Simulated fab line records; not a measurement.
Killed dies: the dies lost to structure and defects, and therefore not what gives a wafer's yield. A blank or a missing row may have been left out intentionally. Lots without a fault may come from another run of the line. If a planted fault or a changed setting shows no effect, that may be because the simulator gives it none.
Chamber matching	flow nand-harc	NHARC_A_STAIRCASE_ALD_415 on ald-hk-04 has 4 sister chambers
The step deposits SiO2, target thk 30 nm, pulse time 6 s, ald cycles 300. 8 wafers are shown with their chamber, then 11 later ones without.

WAFERS WITH THEIR CHAMBER
wafer	chamber	heater-power-w (W)	heater-power-outer-w (W)
L083.1	3	423	246
L086.4	3	424	241
L085.2	2	429	238
L085.6	0	553	312
L087.3	1	433	236
L087.4	2	425	249
L087.6	1	433	238
L089.1	0	547	318

WAFERS WITHOUT THEIR CHAMBER
wafer	heater-power-w (W)	heater-power-outer-w (W)
L089.2	448	246
L089.4	431	248
L090.3	421	250
L090.4	538	305
L090.5	429	243
L092.1	429	246
L092.2	420	251
L092.3	425	244
L093.1	435	252
L093.4	423	250
L093.5	417	243

WHICH CHAMBER EACH ONE RAN IN
wafer	from the rows above	in truth
L089.2	1	1
L089.4	can't be placed: 2 or 1 or 3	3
L090.3	can't be placed: 3 or 2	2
L090.4	0	0
L090.5	can't be placed: 2 or 1 or 3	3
L092.1	can't be placed: 2 or 3 or 1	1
L092.2	can't be placed: 3 or 2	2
L092.3	can't be placed: 3 or 2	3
L093.1	can't be placed: 1 or 2 or 3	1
L093.4	can't be placed: 3 or 2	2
L093.5	can't be placed: 3 or 2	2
Correct placement for 2 of the 11. Not placeable from these rows: 9 (in 9, the candidates include the true chamber). Wrongly placed: 0.
How it was worked out, from the rows above alone: a wafer's distance from a chamber is the root of the sum, over the readings, of the square of ((its reading less the chamber's mean) divided by the reading's scatter). If the next closest chamber is less than 2 further off than the closest, the wafer can't be placed; otherwise it belongs to the closest. The mean given for a chamber averages the wafers shown for that chamber. How the scatter is found: for the shown wafers, subtract from each reading the mean of its chamber, square and add these, divide the total by (wafers less chambers), then take the root.
